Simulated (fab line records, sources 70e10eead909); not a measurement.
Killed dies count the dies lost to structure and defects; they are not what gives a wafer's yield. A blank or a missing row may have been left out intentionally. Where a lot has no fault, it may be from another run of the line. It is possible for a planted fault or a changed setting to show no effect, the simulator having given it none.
Chamber matching || flow nand_harc || NHARC_A_STAIRCASE_ETCH_313 on rie_diel-01 has 4 sister chambers
The step etches the open film in CF4/CHF3. 30 wafers are shown with their chamber, then 12 later ones without.

EACH WAFER AND ITS CHAMBER
{"wafer": "L076.1", "chamber": 3, "drypump_motor_current_A (A)": 6.2, "showerhead_plenum_p_Torr (Torr)": 1.50, "rf_vpp_V (V)": 368.6}
{"wafer": "L076.2", "chamber": 2, "drypump_motor_current_A (A)": 6.0, "showerhead_plenum_p_Torr (Torr)": 1.57, "rf_vpp_V (V)": 369.3}
{"wafer": "L076.4", "chamber": 0, "drypump_motor_current_A (A)": 5.4, "showerhead_plenum_p_Torr (Torr)": 1.52, "rf_vpp_V (V)": 369.5}
{"wafer": "L075.1", "chamber": 1, "drypump_motor_current_A (A)": 5.6, "showerhead_plenum_p_Torr (Torr)": 1.60, "rf_vpp_V (V)": 370.4}
{"wafer": "L075.2", "chamber": 3, "drypump_motor_current_A (A)": 6.2, "showerhead_plenum_p_Torr (Torr)": 1.50, "rf_vpp_V (V)": 368.2}
{"wafer": "L075.5", "chamber": 2, "drypump_motor_current_A (A)": 5.9, "showerhead_plenum_p_Torr (Torr)": 1.57, "rf_vpp_V (V)": 370.2}
{"wafer": "L077.1", "chamber": 1, "drypump_motor_current_A (A)": 5.6, "showerhead_plenum_p_Torr (Torr)": 1.59, "rf_vpp_V (V)": 370.9}
{"wafer": "L077.2", "chamber": 3, "drypump_motor_current_A (A)": 6.2, "showerhead_plenum_p_Torr (Torr)": 1.50, "rf_vpp_V (V)": 367.8}
{"wafer": "L077.4", "chamber": 0, "drypump_motor_current_A (A)": 5.4, "showerhead_plenum_p_Torr (Torr)": 1.52, "rf_vpp_V (V)": 369.1}
{"wafer": "L079.1", "chamber": 3, "drypump_motor_current_A (A)": 6.2, "showerhead_plenum_p_Torr (Torr)": 1.50, "rf_vpp_V (V)": 367.6}
{"wafer": "L079.2", "chamber": 2, "drypump_motor_current_A (A)": 5.9, "showerhead_plenum_p_Torr (Torr)": 1.57, "rf_vpp_V (V)": 370.6}
{"wafer": "L079.4", "chamber": 1, "drypump_motor_current_A (A)": 5.6, "showerhead_plenum_p_Torr (Torr)": 1.59, "rf_vpp_V (V)": 370.7}
{"wafer": "L081.4", "chamber": 1, "drypump_motor_current_A (A)": 5.7, "showerhead_plenum_p_Torr (Torr)": 1.59, "rf_vpp_V (V)": 371.6}
{"wafer": "L081.5", "chamber": 1, "drypump_motor_current_A (A)": 5.6, "showerhead_plenum_p_Torr (Torr)": 1.59, "rf_vpp_V (V)": 370.8}
{"wafer": "L081.6", "chamber": 0, "drypump_motor_current_A (A)": 5.4, "showerhead_plenum_p_Torr (Torr)": 1.52, "rf_vpp_V (V)": 368.5}
{"wafer": "L083.2", "chamber": 0, "drypump_motor_current_A (A)": 5.3, "showerhead_plenum_p_Torr (Torr)": 1.52, "rf_vpp_V (V)": 367.7}
{"wafer": "L083.3", "chamber": 3, "drypump_motor_current_A (A)": 6.2, "showerhead_plenum_p_Torr (Torr)": 1.49, "rf_vpp_V (V)": 368.6}
{"wafer": "L083.5", "chamber": 2, "drypump_motor_current_A (A)": 5.9, "showerhead_plenum_p_Torr (Torr)": 1.56, "rf_vpp_V (V)": 371.7}
{"wafer": "L082.4", "chamber": 3, "drypump_motor_current_A (A)": 6.2, "showerhead_plenum_p_Torr (Torr)": 1.49, "rf_vpp_V (V)": 368.4}
{"wafer": "L082.5", "chamber": 2, "drypump_motor_current_A (A)": 6.0, "showerhead_plenum_p_Torr (Torr)": 1.57, "rf_vpp_V (V)": 370.6}
{"wafer": "L082.6", "chamber": 1, "drypump_motor_current_A (A)": 5.6, "showerhead_plenum_p_Torr (Torr)": 1.59, "rf_vpp_V (V)": 371.2}
{"wafer": "L084.1", "chamber": 3, "drypump_motor_current_A (A)": 6.2, "showerhead_plenum_p_Torr (Torr)": 1.49, "rf_vpp_V (V)": 367.9}
{"wafer": "L084.2", "chamber": 0, "drypump_motor_current_A (A)": 5.3, "showerhead_plenum_p_Torr (Torr)": 1.51, "rf_vpp_V (V)": 369.2}
{"wafer": "L084.6", "chamber": 1, "drypump_motor_current_A (A)": 5.6, "showerhead_plenum_p_Torr (Torr)": 1.59, "rf_vpp_V (V)": 370.8}
{"wafer": "L085.2", "chamber": 3, "drypump_motor_current_A (A)": 6.2, "showerhead_plenum_p_Torr (Torr)": 1.49, "rf_vpp_V (V)": 367.1}
{"wafer": "L085.3", "chamber": 1, "drypump_motor_current_A (A)": 5.6, "showerhead_plenum_p_Torr (Torr)": 1.59, "rf_vpp_V (V)": 369.8}
{"wafer": "L085.6", "chamber": 3, "drypump_motor_current_A (A)": 6.2, "showerhead_plenum_p_Torr (Torr)": 1.49, "rf_vpp_V (V)": 369.0}
{"wafer": "L087.4", "chamber": 2, "drypump_motor_current_A (A)": 5.9, "showerhead_plenum_p_Torr (Torr)": 1.56, "rf_vpp_V (V)": 371.4}
{"wafer": "L087.5", "chamber": 3, "drypump_motor_current_A (A)": 6.2, "showerhead_plenum_p_Torr (Torr)": 1.49, "rf_vpp_V (V)": 367.5}
{"wafer": "L087.6", "chamber": 2, "drypump_motor_current_A (A)": 6.0, "showerhead_plenum_p_Torr (Torr)": 1.56, "rf_vpp_V (V)": 368.9}

SIGNATURES, as means of the wafers listed above
{"reading": "drypump_motor_current_A", "chamber 0": 5.360, "chamber 1": 5.612, "chamber 2": 5.943, "chamber 3": 6.200, "scatter within a chamber": 0.0382}
{"reading": "showerhead_plenum_p_Torr", "chamber 0": 1.5180, "chamber 1": 1.5913, "chamber 2": 1.5657, "chamber 3": 1.4940, "scatter within a chamber": 0.00472}
{"reading": "rf_vpp_V", "chamber 0": 368.800, "chamber 1": 370.775, "chamber 2": 370.386, "chamber 3": 368.070, "scatter within a chamber": 0.719}
Rule: a wafer's distance from a chamber is the root of the sum, over the readings, of the square of ((its reading less the chamber's mean) divided by the reading's scatter). The wafer belongs to the nearest chamber; if the next one is less than 2 further off, it can't be placed. How the scatter is found: for the shown wafers, subtract from each reading the mean of its chamber, square and add these, divide the total by (wafers less chambers), then take the root.

WAFERS WITH NO CHAMBER GIVEN
{"wafer": "L086.1", "drypump_motor_current_A (A)": 5.6, "showerhead_plenum_p_Torr (Torr)": 1.59, "rf_vpp_V (V)": 371.5}
{"wafer": "L086.3", "drypump_motor_current_A (A)": 6.2, "showerhead_plenum_p_Torr (Torr)": 1.49, "rf_vpp_V (V)": 367.9}
{"wafer": "L086.4", "drypump_motor_current_A (A)": 5.3, "showerhead_plenum_p_Torr (Torr)": 1.51, "rf_vpp_V (V)": 368.5}
{"wafer": "L090.1", "drypump_motor_current_A (A)": 6.2, "showerhead_plenum_p_Torr (Torr)": 1.49, "rf_vpp_V (V)": 366.8}
{"wafer": "L090.3", "drypump_motor_current_A (A)": 6.0, "showerhead_plenum_p_Torr (Torr)": 1.56, "rf_vpp_V (V)": 370.3}
{"wafer": "L090.4", "drypump_motor_current_A (A)": 5.3, "showerhead_plenum_p_Torr (Torr)": 1.51, "rf_vpp_V (V)": 368.4}
{"wafer": "L096.2", "drypump_motor_current_A (A)": 5.9, "showerhead_plenum_p_Torr (Torr)": 1.55, "rf_vpp_V (V)": 371.3}
{"wafer": "L096.4", "drypump_motor_current_A (A)": 6.2, "showerhead_plenum_p_Torr (Torr)": 1.48, "rf_vpp_V (V)": 367.1}
{"wafer": "L096.6", "drypump_motor_current_A (A)": 5.7, "showerhead_plenum_p_Torr (Torr)": 1.58, "rf_vpp_V (V)": 370.3}
{"wafer": "L095.2", "drypump_motor_current_A (A)": 5.9, "showerhead_plenum_p_Torr (Torr)": 1.55, "rf_vpp_V (V)": 370.1}
{"wafer": "L095.4", "drypump_motor_current_A (A)": 6.2, "showerhead_plenum_p_Torr (Torr)": 1.48, "rf_vpp_V (V)": 367.9}
{"wafer": "L095.5", "drypump_motor_current_A (A)": 6.2, "showerhead_plenum_p_Torr (Torr)": 1.48, "rf_vpp_V (V)": 367.0}

WHICH CHAMBER EACH ONE RAN IN
{"wafer": "L086.1", "from the rows above": 1, "in truth": 1}
{"wafer": "L086.3", "from the rows above": 3, "in truth": 3}
{"wafer": "L086.4", "from the rows above": 0, "in truth": 0}
{"wafer": "L090.1", "from the rows above": 3, "in truth": 3}
{"wafer": "L090.3", "from the rows above": 2, "in truth": 2}
{"wafer": "L090.4", "from the rows above": 0, "in truth": 0}
{"wafer": "L096.2", "from the rows above": 2, "in truth": 2}
{"wafer": "L096.4", "from the rows above": 3, "in truth": 3}
{"wafer": "L096.6", "from the rows above": 1, "in truth": 1}
{"wafer": "L095.2", "from the rows above": 2, "in truth": 2}
{"wafer": "L095.4", "from the rows above": 3, "in truth": 3}
{"wafer": "L095.5", "from the rows above": 3, "in truth": 3}
Correctly placed: 12 of 12. Number that these rows cannot place: 0. Number placed wrongly: 0.
